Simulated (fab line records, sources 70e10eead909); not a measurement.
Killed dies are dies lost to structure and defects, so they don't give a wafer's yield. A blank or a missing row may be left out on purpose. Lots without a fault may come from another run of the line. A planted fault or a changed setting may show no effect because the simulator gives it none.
Which tool did it? | flow nand_harc | 24 lots, 72 wafers sampled, at 4 steps of a route of 1159

WHAT THE GAUGES READ, wafer by wafer
NHARC_P_M1_CD_MEAS_09: target cd 130 nm. Usual: cd_nm 130.4 nm, standard deviation 0.6.
lot  | measured     | on        | cd_nm (nm)        | flag
L074 | day 6 03:32  | cd_sem-03 | 129.6 129.8 129.5 |
L075 | day 6 14:19  | cd_sem-02 | 130.7 131.0 130.9 |
L076 | day 6 15:43  | cd_sem-03 | 130.6 130.8 130.9 |
L077 | day 6 16:04  | cd_sem-03 | 131.1 131.5 130.9 |
L079 | day 7 02:48  | cd_sem-01 | 130.8 129.9 130.1 |
L078 | day 7 03:52  | cd_sem-02 | 130.1 129.9 130.3 |
L080 | day 7 10:06  | cd_sem-02 | 130.3 130.1 130.1 |
L081 | day 7 10:52  | cd_sem-01 | 131.4 130.7 130.2 |
L082 | day 8 00:24  | cd_sem-01 | 129.2 129.0 129.3 |
L083 | day 8 00:59  | cd_sem-02 | 130.3 128.8 130.2 |
L085 | day 8 17:09  | cd_sem-03 | 130.0 130.4 129.9 |
L084 | day 8 16:09  | cd_sem-03 | 131.3 130.9 130.1 |
L086 | day 9 06:06  | cd_sem-01 | 130.6 129.8 131.5 |
L087 | day 9 07:08  | cd_sem-01 | 130.3 129.7 130.3 |
L088 | day 9 12:47  | cd_sem-02 | 129.9 129.9 130.4 |
L089 | day 9 17:17  | cd_sem-03 | 130.6 130.3 129.2 |
L090 | day 9 17:34  | cd_sem-02 | 128.3 129.6 129.3 |
L091 | day 10 02:50 | cd_sem-01 | 131.3 131.6 131.0 |
L092 | day 10 03:44 | cd_sem-02 | 130.9 129.7 131.2 |
L093 | day 10 14:19 | cd_sem-01 | 130.3 130.2 129.9 |
L094 | day 10 15:56 | cd_sem-02 | 130.5 130.4 129.9 |
L095 | day 11 03:37 | cd_sem-02 | 130.3 129.6 130.7 |
L097 | day 11 12:22 | cd_sem-03 | 131.0 130.2 130.2 |
L096 | day 11 17:09 | cd_sem-03 | 130.5 130.8 130.1 |

WHICH TOOL RAN EACH LOT (tool, then ch and the chambers of the sampled wafers, then the start)
lot  | NHARC_P_GATE_HM_DEP_102       | NHARC_P_GATE_ETCH_114                         | NHARC_P_GATE_DESCUM_61
L074 | acl_dep-01 ch 0, day 4 11:04  | rie_diel-04 ch 0,1,3, day 5 02:07 or earlier  | rie_diel-04 ch 0,2, day 5 02:07
L075 | acl_dep-03 ch 0, day 4 20:11  | rie_diel-02 ch 1,3, day 5 11:19 or earlier    | rie_diel-04 ch 0,1, day 5 11:19
L076 | acl_dep-02 ch 0, day 5 04:13  | rie_diel-04 ch 1,2,3, day 5 19:23 or earlier  | rie_diel-02 ch 0,1,3, day 5 19:23
L077 | acl_dep-02 ch 0, day 5 04:46  | rie_diel-12 ch 0,1,2, day 5 20:14 or earlier  | rie_diel-12 ch 0,3, day 5 20:14
L079 | acl_dep-03 ch 0, day 5 17:18  | rie_diel-12 ch 1,3, day 6 08:24 or earlier    | rie_diel-12 ch 0,1,2, day 6 08:24
L078 | acl_dep-03 ch 0, day 5 18:09  | rie_diel-02 ch 0,1,3, day 6 09:17 or earlier  | rie_diel-04 ch 1,2, day 6 09:17
L080 | acl_dep-03 ch 0, day 6 04:18  | rie_diel-02 ch 0,1, day 6 19:26 or earlier    | rie_diel-04 ch 1,3, day 6 19:26
L081 | acl_dep-03 ch 0, day 6 05:03  | rie_diel-04 ch 1,2,3, day 6 20:02 or earlier  | rie_diel-04 ch 1,2, day 6 20:02
L082 | acl_dep-03 ch 0, day 6 15:34  | rie_diel-04 ch 0,2,3, day 7 07:02 or earlier  | rie_diel-02 ch 0,1,2, day 7 07:02
L083 | acl_dep-03 ch 0, day 6 16:19  | rie_diel-12 ch 0,1, day 7 07:46 or earlier    | rie_diel-04 ch 0,2, day 7 07:46
L085 | acl_dep-03 ch 0, day 7 04:26  | rie_diel-04 ch 1,2,3, day 7 20:14 or earlier  | rie_diel-04 ch 1,2,3, day 7 20:14
L084 | acl_dep-01 ch 0, day 7 04:29  | rie_diel-02 ch 1,2, day 7 20:31 or earlier    | rie_diel-04 ch 0,2,3, day 7 20:31
L086 | acl_dep-01 ch 0, day 7 21:23  | rie_diel-02 ch 0,1,2, day 8 12:40 or earlier  | rie_diel-12 ch 1,2,3, day 8 12:40
L087 | acl_dep-01 ch 0, day 7 22:07  | rie_diel-04 ch 1,2,3, day 8 13:36 or earlier  | rie_diel-04 ch 2,3, day 8 13:36
L088 | acl_dep-03 ch 0, day 8 03:41  | rie_diel-02 ch 0,2, day 8 19:29 or earlier    | rie_diel-02 ch 1,3, day 8 19:29
L089 | acl_dep-03 ch 0, day 8 08:16  | rie_diel-04 ch 0,1,2, day 8 23:38 or earlier  | rie_diel-02 ch 1,2,3, day 8 23:38
L090 | acl_dep-03 ch 0, day 8 08:53  | rie_diel-12 ch 1,2, day 9 00:10 or earlier    | rie_diel-02 ch 0,1,2, day 9 00:10
L091 | acl_dep-03 ch 0, day 8 21:24  | rie_diel-02 ch 0,1,2, day 9 12:26 or earlier  | rie_diel-04 ch 0,1,3, day 9 12:26
L092 | acl_dep-03 ch 0, day 8 22:08  | rie_diel-12 ch 0,3, day 9 13:13 or earlier    | rie_diel-04 ch 0,1,3, day 9 13:13
L093 | acl_dep-03 ch 0, day 9 08:53  | rie_diel-04 ch 0,2,3, day 9 23:53 or earlier  | rie_diel-12 ch 1,2,3, day 9 23:53
L094 | acl_dep-03 ch 0, day 9 09:37  | rie_diel-02 ch 0,1,3, day 10 01:22 or earlier | rie_diel-12 ch 0,1,2, day 10 01:22
L095 | acl_dep-03 ch 0, day 9 21:28  | rie_diel-12 ch 0,1,2, day 10 12:49 or earlier | rie_diel-02 ch 0,2,3, day 10 12:49
L097 | acl_dep-01 ch 0, day 10 05:10 | rie_diel-04 ch 1,2, day 10 21:17 or earlier   | rie_diel-02 ch 1,2,3, day 10 21:17
L096 | acl_dep-02 ch 0, day 10 05:38 | rie_diel-12 ch 0,2,3, day 10 21:08 or earlier | rie_diel-02 ch 1,3, day 10 21:08
- NHARC_P_GATE_HM_DEP_102: deposits aC, target thk 120 nm.
- NHARC_P_GATE_ETCH_114: etches the open film in CF4/O2, target depth 30 nm, overetch 3 nm, time 16.5 s.
- NHARC_P_GATE_DESCUM_61: chemistry O2, time 3 s.

WHAT THE TOOLS THEMSELVES READ (means of the sampled wafers that have a number; where no wafer has one, the mark that the record gives instead)
NHARC_P_GATE_HM_DEP_102. Usual: throttle_valve_pct 34.999 %, standard deviation 0.0096.
lot  | tool       | throttle_valve_pct (%) | flag
L074 | acl_dep-01 | 34.997                 |
L075 | acl_dep-03 | 35.012                 |
L076 | acl_dep-02 | 35.005                 |
L077 | acl_dep-02 | 35.006                 |
L079 | acl_dep-03 | 34.998                 |
L078 | acl_dep-03 | 34.999                 |
L080 | acl_dep-03 | 35.005                 |
L081 | acl_dep-03 | 34.992                 |
L082 | acl_dep-03 | 34.997                 |
L083 | acl_dep-03 | 34.996                 |
L085 | acl_dep-03 | 34.994                 |
L084 | acl_dep-01 | 34.999                 |
L086 | acl_dep-01 | 34.994                 |
L087 | acl_dep-01 | 35.003                 |
L088 | acl_dep-03 | 35.005                 |
L089 | acl_dep-03 | 34.995                 |
L090 | acl_dep-03 | 35.003                 |
L091 | acl_dep-03 | 34.996                 |
L092 | acl_dep-03 | 35.009                 |
L093 | acl_dep-03 | 35.006                 |
L094 | acl_dep-03 | 35.002                 |
L095 | acl_dep-03 | 35.003                 |
L097 | acl_dep-01 | 34.994                 |
L096 | acl_dep-02 | 35.005                 |

NHARC_P_GATE_ETCH_114. Usual: drypump_motor_current_A 5.5 A, standard deviation 0.4; oes_product_au 1.003 a.u., standard deviation 0.011; rf_vpp_V 197.6 V, standard deviation 1.1; showerhead_plenum_p_Torr 1.33 Torr, standard deviation 0.038; throttle_valve_pct 13.397 %, standard deviation 0.0086.
lot  | tool        | drypump_motor_current_A (A) | oes_product_au (a.u.) | rf_vpp_V (V) | showerhead_plenum_p_Torr (Torr) | throttle_valve_pct (%) | flag
L074 | rie_diel-04 | 5.3                         | 1.002                 | 197.6        | 1.33                            | 13.397                 |
L075 | rie_diel-02 | 5.4                         | 0.995                 | 198.0        | 1.36                            | 13.398                 |
L076 | rie_diel-04 | 5.3                         | 0.997                 | 197.1        | 1.32                            | 13.408                 |
L077 | rie_diel-12 | 5.1                         | 1.005                 | 198.3        | 1.36                            | 13.403                 |
L079 | rie_diel-12 | 5.7                         | 1.003                 | 197.2        | 1.33                            | 13.386                 |
L078 | rie_diel-02 | 5.6                         | 0.997                 | 198.2        | 1.35                            | 13.398                 |
L080 | rie_diel-02 | 5.8                         | 0.991                 | 198.4        | 1.34                            | 13.391                 |
L081 | rie_diel-04 | 5.3                         | 1.005                 | 197.3        | 1.32                            | 13.392                 |
L082 | rie_diel-04 | 5.5                         | 1.008                 | 197.5        | 1.32                            | 13.396                 |
L083 | rie_diel-12 | 5.2                         | 0.993                 | 198.4        | 1.36                            | 13.393                 |
L085 | rie_diel-04 | 5.3                         | 1.015                 | 197.5        | 1.32                            | 13.394                 |
L084 | rie_diel-02 | 5.4                         | 1.003                 | 197.6        | 1.33                            | 13.400                 |
L086 | rie_diel-02 | 5.5                         | 1.012                 | 197.0        | 1.32                            | 13.401                 |
L087 | rie_diel-04 | 5.3                         | 1.011                 | 197.4        | 1.32                            | 13.392                 |
L088 | rie_diel-02 | 5.4                         | 1.010                 | 196.1        | 1.28                            | 13.397                 |
L089 | rie_diel-04 | 5.4                         | 1.003                 | 198.4        | 1.34                            | 13.400                 |
L090 | rie_diel-12 | 5.0                         | 0.998                 | 198.5        | 1.34                            | 13.399                 |
L091 | rie_diel-02 | 5.6                         | 1.008                 | 197.6        | 1.31                            | 13.397                 |
L092 | rie_diel-12 | 5.7                         | 0.998                 | 197.2        | 1.32                            | 13.406                 |
L093 | rie_diel-04 | 5.5                         | 0.992                 | 197.8        | 1.32                            | 13.398                 |
L094 | rie_diel-02 | 5.6                         | 1.015                 | 196.9        | 1.34                            | 13.394                 |
L095 | rie_diel-12 | 5.1                         | 1.009                 | 198.3        | 1.35                            | 13.392                 |
L097 | rie_diel-04 | 5.2                         | 1.009                 | 196.6        | 1.33                            | 13.401                 |
L096 | rie_diel-12 | 5.6                         | 1.009                 | 196.6        | 1.31                            | 13.391                 |

NHARC_P_GATE_DESCUM_61. Usual: drypump_motor_current_A 5.4 A, standard deviation 0.38; oes_product_au 1.003 a.u., standard deviation 0.0099; rf_vpp_V 57.8 V, standard deviation 0.84; showerhead_plenum_p_Torr 1.90 Torr, standard deviation 0.055; throttle_valve_pct 11.310 %, standard deviation 0.0091.
lot  | tool        | drypump_motor_current_A (A) | oes_product_au (a.u.) | rf_vpp_V (V) | showerhead_plenum_p_Torr (Torr) | throttle_valve_pct (%) | flag
L074 | rie_diel-04 | 5.7                         | 0.998                 | 57.9         | 1.92                            | 11.312                 |
L075 | rie_diel-04 | 5.1                         | 0.998                 | 58.5         | 1.93                            | 11.309                 |
L076 | rie_diel-02 | 5.6                         | 1.007                 | 57.5         | 1.94                            | 11.314                 |
L077 | rie_diel-12 | 5.7                         | 1.002                 | 57.4         | 1.89                            | 11.318                 |
L079 | rie_diel-12 | 5.1                         | 0.999                 | 57.7         | 1.94                            | 11.306                 |
L078 | rie_diel-04 | 5.6                         | 1.003                 | 57.2         | 1.92                            | 11.316                 |
L080 | rie_diel-04 | 5.2                         | 1.003                 | 58.3         | 1.87                            | 11.308                 |
L081 | rie_diel-04 | 5.2                         | 1.007                 | 57.7         | 1.92                            | 11.303                 |
L082 | rie_diel-02 | 5.6                         | 1.001                 | 57.5         | 1.88                            | 11.310                 |
L083 | rie_diel-04 | 5.7                         | 0.988                 | 58.3         | 1.92                            | 11.305                 |
L085 | rie_diel-04 | 5.3                         | 1.010                 | 58.1         | 1.89                            | 11.310                 |
L084 | rie_diel-04 | 5.5                         | 1.009                 | 57.7         | 1.89                            | 11.299                 |
L086 | rie_diel-12 | 5.4                         | 1.003                 | 57.7         | 1.91                            | 11.314                 |
L087 | rie_diel-04 | 5.4                         | 1.010                 | 58.0         | 1.86                            | 11.301                 |
L088 | rie_diel-02 | 5.5                         | 1.008                 | 57.6         | 1.95                            | 11.305                 |
L089 | rie_diel-02 | 5.4                         | 1.003                 | 57.2         | 1.89                            | 11.308                 |
L090 | rie_diel-02 | 5.5                         | 1.010                 | 57.5         | 1.88                            | 11.308                 |
L091 | rie_diel-04 | 5.3                         | 0.995                 | 58.1         | 1.89                            | 11.313                 |
L092 | rie_diel-04 | 5.2                         | 1.003                 | 57.4         | 1.89                            | 11.314                 |
L093 | rie_diel-12 | 5.3                         | 1.001                 | 56.7         | 1.91                            | 11.305                 |
L094 | rie_diel-12 | 5.1                         | 1.015                 | 57.6         | 1.94                            | 11.307                 |
L095 | rie_diel-02 | 5.5                         | 0.998                 | 57.4         | 1.86                            | 11.315                 |
L097 | rie_diel-02 | 5.4                         | 1.003                 | 58.8         | 1.88                            | 11.315                 |
L096 | rie_diel-02 | 5.4                         | 1.008                 | 58.0         | 1.93                            | 11.301                 |

THE ANSWER, worked out from the rows above alone
Rule: a lot is off if the mean of its wafers that have a number lies more than 3 standard deviations from the usual mean. A lot without any number at a reading at which 4 lots or more have one is off too. The other lots that the step has rows for count as sound. The gauges are gone through in route order, then the tools' own readings, and for those a lot's mean is taken as printed above. The first step at which some lot is off is used, and at that step the reading that is off furthest; a lot without a number counts as furthest.
No lot is off at any reading shown: from this, nothing can be told.

WHAT THE SIMULATOR HAD PUT IN
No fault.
